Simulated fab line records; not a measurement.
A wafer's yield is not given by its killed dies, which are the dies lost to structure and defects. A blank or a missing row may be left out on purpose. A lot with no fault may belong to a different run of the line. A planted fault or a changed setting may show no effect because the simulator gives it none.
Chamber matching + flow nand_harc + ald_hk-04 running NHARC_A_WL_FILL_ALD_10: 4 sister chambers
The step deposits SiO2, target thk 50 nm, pulse time 10 s, ald cycles 500. 4 wafers are shown with their chamber, then 7 later ones without.

== WAFERS PAIRED WITH THEIR CHAMBERS ==
| wafer  | chamber | heater_power_w (W) |
|--------|---------|--------------------|
| L084.3 | 3       | 537                |
| L091.6 | 2       | 482                |
| L092.3 | 0       | 435                |
| L092.5 | 1       | 416                |

== WAFERS WHOSE CHAMBER IS MISSING ==
| wafer  | heater_power_w (W) |
|--------|--------------------|
| L092.6 | 428                |
| L096.2 | 400                |
| L096.4 | 561                |
| L096.5 | 402                |
| L095.2 | 409                |
| L095.4 | 427                |
| L095.5 | 441                |

== WHICH CHAMBER EACH WENT THROUGH ==
| wafer  | from the rows above     | in truth |
|--------|-------------------------|----------|
| L092.6 | can't be placed: 0 or 1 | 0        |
| L096.2 | can't be placed: 1 or 0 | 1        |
| L096.4 | 3                       | 3        |
| L096.5 | can't be placed: 1 or 0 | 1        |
| L095.2 | can't be placed: 1 or 0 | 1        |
| L095.4 | can't be placed: 0 or 1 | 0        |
| L095.5 | can't be placed: 0 or 1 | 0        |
Correct placement for 1 of the 7. These rows do not allow placing 6 (true chamber among the candidates in 6). Wrongly placed: 0.
How it was worked out, from the rows above alone: a wafer's distance from a chamber is the root of the sum, over the readings, of the square of ((its reading less the chamber's mean) divided by the reading's scatter). The wafer belongs to the nearest chamber; if the next one is less than 2 further off, it can't be placed. For every chamber, the mean is computed from those of its wafers that are shown. The scatter: with one shown wafer a chamber, the root of the mean of the squares of how far each hidden wafer lies from its nearest shown one.
